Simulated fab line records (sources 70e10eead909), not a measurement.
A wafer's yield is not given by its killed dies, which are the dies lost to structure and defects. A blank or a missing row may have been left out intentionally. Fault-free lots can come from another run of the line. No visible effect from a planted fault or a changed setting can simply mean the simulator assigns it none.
The tool behind it: which one? || flow nandHarc || 10 lots with 30 wafers sampled at 6 steps, on a route of 1302 steps

## WHAT THE GAUGES READ, wafer by wafer
NHARC_A_SGD_CUT_OVL_MEAS_10.
{"lot": "L699", "measured": "day 19 14:00", "on": "overlay-01", "overlayXNm (nm)": "1.4 0.8 0.8", "overlayYNm (nm)": "-0.3 -0.5 -0.1"}
{"lot": "L701", "measured": "day 19 22:08", "on": "overlay-01", "overlayXNm (nm)": "-0.1 -0.6 -0.8", "overlayYNm (nm)": "-0.6 -0.2 0.1"}
{"lot": "L700", "measured": "day 20 09:46", "on": "overlay-01", "overlayXNm (nm)": "-0.6 0.4 -0.4", "overlayYNm (nm)": "-2.1 -1.3 -1.6"}
{"lot": "L710", "measured": "day 24 12:44", "on": "overlay-02", "overlayXNm (nm)": "0.8 0.4 0.1", "overlayYNm (nm)": "0.6 0.9 0.9"}
{"lot": "L714", "measured": "day 25 13:16", "on": "overlay-02", "overlayXNm (nm)": "0.4 0.6 0.2", "overlayYNm (nm)": "0.4 -0.7 0.3"}
{"lot": "L711", "measured": "day 25 13:35", "on": "overlay-01", "overlayXNm (nm)": "-0.1 0.0 0.4", "overlayYNm (nm)": "0.9 0.9 0.4"}
{"lot": "L716", "measured": "day 27 03:02", "on": "overlay-02", "overlayXNm (nm)": "-0.4 -0.4 -0.3", "overlayYNm (nm)": "-0.2 0.0 0.1"}
{"lot": "L717", "measured": "day 27 03:15", "on": "overlay-01", "overlayXNm (nm)": "0.6 1.5 0.1", "overlayYNm (nm)": "-1.4 -1.0 -1.0"}
{"lot": "L718", "measured": "day 27 09:09", "on": "overlay-02", "overlayXNm (nm)": "-0.2 -0.2 -0.1", "overlayYNm (nm)": "0.4 0.9 0.3"}
{"lot": "L719", "measured": "day 27 20:21", "on": "overlay-01", "overlayXNm (nm)": "-0.8 -0.5 -0.8", "overlayYNm (nm)": "-0.4 -0.6 -0.2"}

NHARC_A_SGD_CUT_INSPECT_25.
{"lot": "L699", "measured": "day 19 20:34", "on": "defectInspect-02", "rawDefectCount": "270 342 305"}
{"lot": "L701", "measured": "day 20 04:52", "on": "defectInspect-02", "rawDefectCount": "365 336 400"}
{"lot": "L700", "measured": "day 20 16:41", "on": "defectInspect-01", "rawDefectCount": "335 361 377"}
{"lot": "L710", "measured": "day 24 19:43", "on": "defectInspect-02", "rawDefectCount": "1966 450 563"}
{"lot": "L714", "measured": "day 25 17:05", "on": "defectInspect-02", "rawDefectCount": "335 481 478"}
{"lot": "L711", "measured": "day 25 23:31", "on": "defectInspect-02", "rawDefectCount": "322 411 409"}
{"lot": "L716", "measured": "day 27 10:01", "on": "defectInspect-01", "rawDefectCount": "383 430 364"}
{"lot": "L717", "measured": "day 27 10:01", "on": "defectInspect-02", "rawDefectCount": "307 334 191"}
{"lot": "L718", "measured": "day 27 18:49", "on": "defectInspect-01", "rawDefectCount": "280 414 264"}
{"lot": "L719", "measured": "day 28 02:55", "on": "defectInspect-02", "rawDefectCount": "366 299 428"}

NHARC_END_SORT_01.
{"lot": "L710", "measured": "day 29 20:08", "on": "prober-01", "killedAtArray": "155 52 51", "killedAtOther": "0 0 0", "killedAtPeriphery": "6 3 6", "killedDies": "161 55 57", "killedOpen": "2 4 5", "killedShort": "2 3 1"}

## TOOL THAT RAN EACH LOT (tool first, then ch and the chambers of the sampled wafers, then the start)
{"lot": "L699", "NHARC_A_STAIRCASE_ETCHBACK_422": "rieDiel-04 ch 0,2,3, day 19 11:52", "NHARC_A_SGD_CUT_ETCH_58": "rieDiel-06 ch 0,1,3, day 19 14:11", "NHARC_A_SGD_CUT_ETCHBACK_24": "rieDiel-06 ch 1,2,3, day 19 20:19"}
{"lot": "L701", "NHARC_A_STAIRCASE_ETCHBACK_422": "rieDiel-04 ch 0,1, day 19 19:59", "NHARC_A_SGD_CUT_ETCH_58": "rieDiel-06 ch 0,1, day 19 22:19", "NHARC_A_SGD_CUT_ETCHBACK_24": "rieDiel-11 ch 0,1,3, day 20 04:39"}
{"lot": "L700", "NHARC_A_STAIRCASE_ETCHBACK_422": "rieDiel-09 ch 1,3, day 20 07:35", "NHARC_A_SGD_CUT_ETCH_58": "rieDiel-12 ch 1,3, day 20 09:56", "NHARC_A_SGD_CUT_ETCHBACK_24": "rieDiel-12 ch 0,2,3, day 20 16:27"}
{"lot": "L710", "NHARC_A_STAIRCASE_ETCHBACK_422": "rieDiel-09 ch 0,1,2, day 24 10:35", "NHARC_A_SGD_CUT_ETCH_58": "rieDiel-11 ch 0,1,2, day 24 12:55", "NHARC_A_SGD_CUT_ETCHBACK_24": "rieDiel-06 ch 0,1,2, day 24 19:29"}
{"lot": "L714", "NHARC_A_STAIRCASE_ETCHBACK_422": "rieDiel-04 ch 1,2, day 25 11:15", "NHARC_A_SGD_CUT_ETCH_58": "rieDiel-11 ch 0,3, day 25 13:27", "NHARC_A_SGD_CUT_ETCHBACK_24": "rieDiel-11 ch 1,3, day 25 16:52"}
{"lot": "L711", "NHARC_A_STAIRCASE_ETCHBACK_422": "rieDiel-08 ch 0,1,3, day 25 11:23", "NHARC_A_SGD_CUT_ETCH_58": "rieDiel-06 ch 2,3, day 25 13:46", "NHARC_A_SGD_CUT_ETCHBACK_24": "rieDiel-11 ch 2,3, day 25 23:16"}
{"lot": "L716", "NHARC_A_STAIRCASE_ETCHBACK_422": "rieDiel-04 ch 0,2,3, day 27 01:03", "NHARC_A_SGD_CUT_ETCH_58": "rieDiel-11 ch 1,2,3, day 27 03:14", "NHARC_A_SGD_CUT_ETCHBACK_24": "rieDiel-06 ch 1,2,3, day 27 09:49"}
{"lot": "L717", "NHARC_A_STAIRCASE_ETCHBACK_422": "rieDiel-04 ch 0,1,2, day 27 01:08", "NHARC_A_SGD_CUT_ETCH_58": "rieDiel-06 ch 0,3, day 27 03:26", "NHARC_A_SGD_CUT_ETCHBACK_24": "rieDiel-11 ch 0,2, day 27 09:47"}
{"lot": "L718", "NHARC_A_STAIRCASE_ETCHBACK_422": "rieDiel-04 ch 0,2,3, day 27 07:06", "NHARC_A_SGD_CUT_ETCH_58": "rieDiel-12 ch 0,1,3, day 27 09:20", "NHARC_A_SGD_CUT_ETCHBACK_24": "rieDiel-06 ch 1,2,3, day 27 18:34"}
{"lot": "L719", "NHARC_A_STAIRCASE_ETCHBACK_422": "rieDiel-09 ch 0,2,3, day 27 18:14", "NHARC_A_SGD_CUT_ETCH_58": "rieDiel-06 ch 0,1,2, day 27 20:32", "NHARC_A_SGD_CUT_ETCHBACK_24": "rieDiel-12 ch 1,2,3, day 28 02:41"}
- NHARC_A_STAIRCASE_ETCHBACK_422: etches the open film in CH3F/O2, target depth 40 nm, time 74.286 s.
- NHARC_A_SGD_CUT_ETCH_58: etches the open film in CF4, target depth 39 nm, time 65 s.
- NHARC_A_SGD_CUT_ETCHBACK_24: etches the open film in CH3F/O2, target depth 50 nm, time 92.857 s.

## WHAT THE TOOLS THEMSELVES READ (means of the sampled wafers that have a number; where no wafer has one, the mark that the record gives instead)
NHARC_A_STAIRCASE_ETCHBACK_422.
{"lot": "L699", "tool": "rieDiel-04", "chamberPressureMTorr (mTorr)": 25.003, "drypumpMotorCurrentA (A)": 5.7, "oesProductAu (a.u.)": 0.93, "rfFwdPowerW (W)": 496.4, "rfVppV (V)": 244.1, "showerheadPlenumPTorr (Torr)": 2.48, "throttleValvePct (%)": 20.655}
{"lot": "L701", "tool": "rieDiel-04", "chamberPressureMTorr (mTorr)": 24.985, "drypumpMotorCurrentA (A)": 5.4, "oesProductAu (a.u.)": 0.92, "rfFwdPowerW (W)": 495.7, "rfVppV (V)": 244.4, "showerheadPlenumPTorr (Torr)": 2.46, "throttleValvePct (%)": 20.655}
{"lot": "L700", "tool": "rieDiel-09", "chamberPressureMTorr (mTorr)": 24.989, "drypumpMotorCurrentA (A)": 5.9, "oesProductAu (a.u.)": 0.99, "rfFwdPowerW (W)": 494.7, "rfVppV (V)": 244.5, "showerheadPlenumPTorr (Torr)": 2.49, "throttleValvePct (%)": 20.665}
{"lot": "L710", "tool": "rieDiel-09", "chamberPressureMTorr (mTorr)": 24.968, "drypumpMotorCurrentA (A)": 5.4, "oesProductAu (a.u.)": 0.99, "rfFwdPowerW (W)": 499.6, "rfVppV (V)": 243.7, "showerheadPlenumPTorr (Torr)": 2.43, "throttleValvePct (%)": 20.667}
{"lot": "L714", "tool": "rieDiel-04", "chamberPressureMTorr (mTorr)": 24.979, "drypumpMotorCurrentA (A)": 5.3, "oesProductAu (a.u.)": 0.93, "rfFwdPowerW (W)": 496.0, "rfVppV (V)": 243.9, "showerheadPlenumPTorr (Torr)": 2.47, "throttleValvePct (%)": 20.662}
{"lot": "L711", "tool": "rieDiel-08", "chamberPressureMTorr (mTorr)": 25.011, "drypumpMotorCurrentA (A)": 5.5, "oesProductAu (a.u.)": 1.00, "rfFwdPowerW (W)": 496.2, "rfVppV (V)": 243.7, "showerheadPlenumPTorr (Torr)": 2.46, "throttleValvePct (%)": 20.655}
{"lot": "L716", "tool": "rieDiel-04", "chamberPressureMTorr (mTorr)": 25.006, "drypumpMotorCurrentA (A)": 5.7, "oesProductAu (a.u.)": 0.92, "rfFwdPowerW (W)": 496.2, "rfVppV (V)": 243.4, "showerheadPlenumPTorr (Torr)": 2.46, "throttleValvePct (%)": 20.658}
{"lot": "L717", "tool": "rieDiel-04", "chamberPressureMTorr (mTorr)": 25.009, "drypumpMotorCurrentA (A)": 5.4, "oesProductAu (a.u.)": 1.00, "rfFwdPowerW (W)": 497.4, "rfVppV (V)": 244.1, "showerheadPlenumPTorr (Torr)": 2.45, "throttleValvePct (%)": 20.656}
{"lot": "L718", "tool": "rieDiel-04", "chamberPressureMTorr (mTorr)": 25.005, "drypumpMotorCurrentA (A)": 5.7, "oesProductAu (a.u.)": 0.99, "rfFwdPowerW (W)": 496.3, "rfVppV (V)": 244.8, "showerheadPlenumPTorr (Torr)": 2.46, "throttleValvePct (%)": 20.665}
{"lot": "L719", "tool": "rieDiel-09", "chamberPressureMTorr (mTorr)": 24.993, "drypumpMotorCurrentA (A)": 5.7, "oesProductAu (a.u.)": 1.00, "rfFwdPowerW (W)": 496.9, "rfVppV (V)": 243.8, "showerheadPlenumPTorr (Torr)": 2.45, "throttleValvePct (%)": 20.664}

NHARC_A_SGD_CUT_ETCH_58.
{"lot": "L699", "tool": "rieDiel-06", "cf4FlowSccm (sccm)": 149.9, "chamberPressureMTorr (mTorr)": 49.98, "drypumpMotorCurrentA (A)": 5.6, "oesProductAu (a.u.)": 0.999, "rfFwdPowerW (W)": 296.5, "rfVppV (V)": 150.3, "showerheadPlenumPTorr (Torr)": 1.70, "throttleValvePct (%)": 13.286}
{"lot": "L701", "tool": "rieDiel-06", "cf4FlowSccm (sccm)": 149.9, "chamberPressureMTorr (mTorr)": 50.02, "drypumpMotorCurrentA (A)": 5.8, "oesProductAu (a.u.)": 0.998, "rfFwdPowerW (W)": 297.2, "rfVppV (V)": 149.4, "showerheadPlenumPTorr (Torr)": 1.72, "throttleValvePct (%)": 13.298}
{"lot": "L700", "tool": "rieDiel-12", "cf4FlowSccm (sccm)": 150.0, "chamberPressureMTorr (mTorr)": 50.00, "drypumpMotorCurrentA (A)": 5.9, "oesProductAu (a.u.)": 1.001, "rfFwdPowerW (W)": 298.1, "rfVppV (V)": 151.0, "showerheadPlenumPTorr (Torr)": 1.79, "throttleValvePct (%)": 13.285}
{"lot": "L710", "tool": "rieDiel-11", "cf4FlowSccm (sccm)": 149.8, "chamberPressureMTorr (mTorr)": 50.04, "drypumpMotorCurrentA (A)": 5.1, "oesProductAu (a.u.)": 0.999, "rfFwdPowerW (W)": 297.6, "rfVppV (V)": 151.6, "showerheadPlenumPTorr (Torr)": 1.78, "throttleValvePct (%)": 13.287}
{"lot": "L714", "tool": "rieDiel-11", "cf4FlowSccm (sccm)": 150.2, "chamberPressureMTorr (mTorr)": 50.03, "drypumpMotorCurrentA (A)": 5.3, "oesProductAu (a.u.)": 1.000, "rfFwdPowerW (W)": 297.3, "rfVppV (V)": 151.1, "showerheadPlenumPTorr (Torr)": 1.78, "throttleValvePct (%)": 13.271}
{"lot": "L711", "tool": "rieDiel-06", "cf4FlowSccm (sccm)": 149.7, "chamberPressureMTorr (mTorr)": 50.04, "drypumpMotorCurrentA (A)": 4.9, "oesProductAu (a.u.)": 1.005, "rfFwdPowerW (W)": 295.3, "rfVppV (V)": 149.7, "showerheadPlenumPTorr (Torr)": 1.69, "throttleValvePct (%)": 13.284}
{"lot": "L716", "tool": "rieDiel-11", "cf4FlowSccm (sccm)": 150.2, "chamberPressureMTorr (mTorr)": 50.00, "drypumpMotorCurrentA (A)": 5.3, "oesProductAu (a.u.)": 0.999, "rfFwdPowerW (W)": 299.0, "rfVppV (V)": 150.7, "showerheadPlenumPTorr (Torr)": 1.75, "throttleValvePct (%)": 13.276}
{"lot": "L717", "tool": "rieDiel-06", "cf4FlowSccm (sccm)": 149.7, "chamberPressureMTorr (mTorr)": 49.98, "drypumpMotorCurrentA (A)": 5.4, "oesProductAu (a.u.)": 1.001, "rfFwdPowerW (W)": 296.9, "rfVppV (V)": 151.0, "showerheadPlenumPTorr (Torr)": 1.73, "throttleValvePct (%)": 13.287}
{"lot": "L718", "tool": "rieDiel-12", "cf4FlowSccm (sccm)": 149.9, "chamberPressureMTorr (mTorr)": 49.98, "drypumpMotorCurrentA (A)": 5.7, "oesProductAu (a.u.)": 0.995, "rfFwdPowerW (W)": 296.8, "rfVppV (V)": 150.9, "showerheadPlenumPTorr (Torr)": 1.77, "throttleValvePct (%)": 13.283}
{"lot": "L719", "tool": "rieDiel-06", "cf4FlowSccm (sccm)": 149.9, "chamberPressureMTorr (mTorr)": 49.98, "drypumpMotorCurrentA (A)": 5.6, "oesProductAu (a.u.)": 0.995, "rfFwdPowerW (W)": 296.2, "rfVppV (V)": 150.6, "showerheadPlenumPTorr (Torr)": 1.69, "throttleValvePct (%)": 13.286}

NHARC_A_SGD_CUT_ETCHBACK_24.
{"lot": "L699", "tool": "rieDiel-06", "chamberPressureMTorr (mTorr)": 25.002, "drypumpMotorCurrentA (A)": 5.4, "oesProductAu (a.u.)": 0.91, "rfFwdPowerW (W)": 494.3, "rfVppV (V)": 242.7, "showerheadPlenumPTorr (Torr)": 2.33, "throttleValvePct (%)": 20.655}
{"lot": "L701", "tool": "rieDiel-11", "chamberPressureMTorr (mTorr)": 24.987, "drypumpMotorCurrentA (A)": 5.0, "oesProductAu (a.u.)": 1.00, "rfFwdPowerW (W)": 498.5, "rfVppV (V)": 244.3, "showerheadPlenumPTorr (Torr)": 2.51, "throttleValvePct (%)": 20.664}
{"lot": "L700", "tool": "rieDiel-12", "chamberPressureMTorr (mTorr)": 25.004, "drypumpMotorCurrentA (A)": 5.6, "oesProductAu (a.u.)": 0.93, "rfFwdPowerW (W)": 496.0, "rfVppV (V)": 243.5, "showerheadPlenumPTorr (Torr)": 2.39, "throttleValvePct (%)": 20.662}
{"lot": "L710", "tool": "rieDiel-06", "chamberPressureMTorr (mTorr)": 25.017, "drypumpMotorCurrentA (A)": 5.6, "oesProductAu (a.u.)": 0.92, "rfFwdPowerW (W)": 494.8, "rfVppV (V)": 243.5, "showerheadPlenumPTorr (Torr)": 2.35, "throttleValvePct (%)": 20.675}
{"lot": "L714", "tool": "rieDiel-11", "chamberPressureMTorr (mTorr)": 25.004, "drypumpMotorCurrentA (A)": 5.2, "oesProductAu (a.u.)": 0.93, "rfFwdPowerW (W)": 497.6, "rfVppV (V)": 244.1, "showerheadPlenumPTorr (Torr)": 2.47, "throttleValvePct (%)": 20.658}
{"lot": "L711", "tool": "rieDiel-11", "chamberPressureMTorr (mTorr)": 24.974, "drypumpMotorCurrentA (A)": 5.6, "oesProductAu (a.u.)": 1.00, "rfFwdPowerW (W)": 496.5, "rfVppV (V)": 242.3, "showerheadPlenumPTorr (Torr)": 2.36, "throttleValvePct (%)": 20.664}
{"lot": "L716", "tool": "rieDiel-06", "chamberPressureMTorr (mTorr)": 24.991, "drypumpMotorCurrentA (A)": 5.4, "oesProductAu (a.u.)": 1.00, "rfFwdPowerW (W)": 495.6, "rfVppV (V)": 242.7, "showerheadPlenumPTorr (Torr)": 2.33, "throttleValvePct (%)": 20.655}
{"lot": "L717", "tool": "rieDiel-11", "chamberPressureMTorr (mTorr)": 24.997, "drypumpMotorCurrentA (A)": 5.5, "oesProductAu (a.u.)": 1.01, "rfFwdPowerW (W)": 497.8, "rfVppV (V)": 242.9, "showerheadPlenumPTorr (Torr)": 2.39, "throttleValvePct (%)": 20.667}
{"lot": "L718", "tool": "rieDiel-06", "chamberPressureMTorr (mTorr)": 25.006, "drypumpMotorCurrentA (A)": 5.4, "oesProductAu (a.u.)": 0.93, "rfFwdPowerW (W)": 495.3, "rfVppV (V)": 241.8, "showerheadPlenumPTorr (Torr)": 2.33, "throttleValvePct (%)": 20.661}
{"lot": "L719", "tool": "rieDiel-12", "chamberPressureMTorr (mTorr)": 24.999, "drypumpMotorCurrentA (A)": 5.8, "oesProductAu (a.u.)": 1.00, "rfFwdPowerW (W)": 497.8, "rfVppV (V)": 244.7, "showerheadPlenumPTorr (Torr)": 2.42, "throttleValvePct (%)": 20.658}

## THE ANSWER, worked out from the rows above alone
Rule: the usual values come from the lots themselves. The widest of any qualifying gaps counts: lots, ordered by their means at a reading, are off when they make up no more than a third of the lots, leave a main group of 4 or more, and stand apart from it by 3 or more times the standard deviation of that group's means. The tables above print the reading to a certain number of digits; a main group whose means all agree to those digits is not used. A lot without any number at a reading at which 4 lots or more have one is off too. The other lots that the step has rows for count as sound. Order of review: gauges by route order, followed by the tools' own readings, for which a lot's mean as printed above is used. The first step at which some lot is off is used, and at that step the reading that is off furthest; a lot without a number counts as furthest.
Off: L710, at NHARC_A_SGD_CUT_INSPECT_25 (rawDefectCount). The main group has a mean of 355 with a standard deviation of 45.
If a tool, at a process step before that reading, ran all the lots that are off and no sound lot after the first of them, it fits. The gauges at NHARC_A_SGD_CUT_INSPECT_25 aren't tried: what is off there is off at NHARC_A_STAIRCASE_ETCHBACK_422 too, on other tools, and a gauge's error can't cause that. No candidate that was tried fits.

## WHAT THE SIMULATOR HAD PUT IN
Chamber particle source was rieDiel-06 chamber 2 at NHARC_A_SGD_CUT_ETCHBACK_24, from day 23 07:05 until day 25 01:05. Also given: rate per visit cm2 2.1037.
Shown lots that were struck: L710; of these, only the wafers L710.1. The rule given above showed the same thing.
